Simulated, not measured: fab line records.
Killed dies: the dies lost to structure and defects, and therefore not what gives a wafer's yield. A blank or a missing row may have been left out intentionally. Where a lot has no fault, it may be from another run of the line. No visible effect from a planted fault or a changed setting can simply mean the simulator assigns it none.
Chamber matching + flow nand_harc + NHARC_P_GATE_DESCUM_48 on rie_diel-09 has 4 sister chambers
The step chemistry O2, time 3 s. 4 wafers are shown with their chamber, then 6 later ones without.

WAFERS PAIRED WITH THEIR CHAMBERS
| wafer  | chamber | showerhead_plenum_p_Torr (Torr) |
|--------|---------|---------------------------------|
| L577.5 | 3       | 1.96                            |
| L588.1 | 1       | 1.81                            |
| L588.2 | 2       | 1.78                            |
| L588.4 | 0       | 1.82                            |

WAFERS WITHOUT THEIR CHAMBER
| wafer  | showerhead_plenum_p_Torr (Torr) |
|--------|---------------------------------|
| L596.3 | 1.82                            |
| L596.5 | 1.82                            |
| L596.6 | 1.81                            |
| L597.1 | 1.77                            |
| L597.2 | 1.95                            |
| L597.4 | 1.81                            |

CHAMBER TAKEN BY EACH
| wafer  | from the rows above     | in truth |
|--------|-------------------------|----------|
| L596.3 | can't be placed: 0 or 1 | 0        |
| L596.5 | can't be placed: 0 or 1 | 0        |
| L596.6 | can't be placed: 1 or 0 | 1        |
| L597.1 | 2                       | 2        |
| L597.2 | 3                       | 3        |
| L597.4 | can't be placed: 1 or 0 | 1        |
2 of 6 placed correctly. Unplaceable from these rows: 4, with the true chamber sitting among the candidates in 4. Number placed wrongly: 0.
How it was worked out, from the rows above alone: a wafer's distance from a chamber is the root of the sum, over the readings, of the square of ((its reading less the chamber's mean) divided by the reading's scatter). If the next closest chamber is less than 2 further off than the closest, the wafer can't be placed; otherwise it belongs to the closest. A chamber's mean is the mean of its shown wafers. The scatter: with one shown wafer a chamber, the root of the mean of the squares of how far each hidden wafer lies from its nearest shown one.
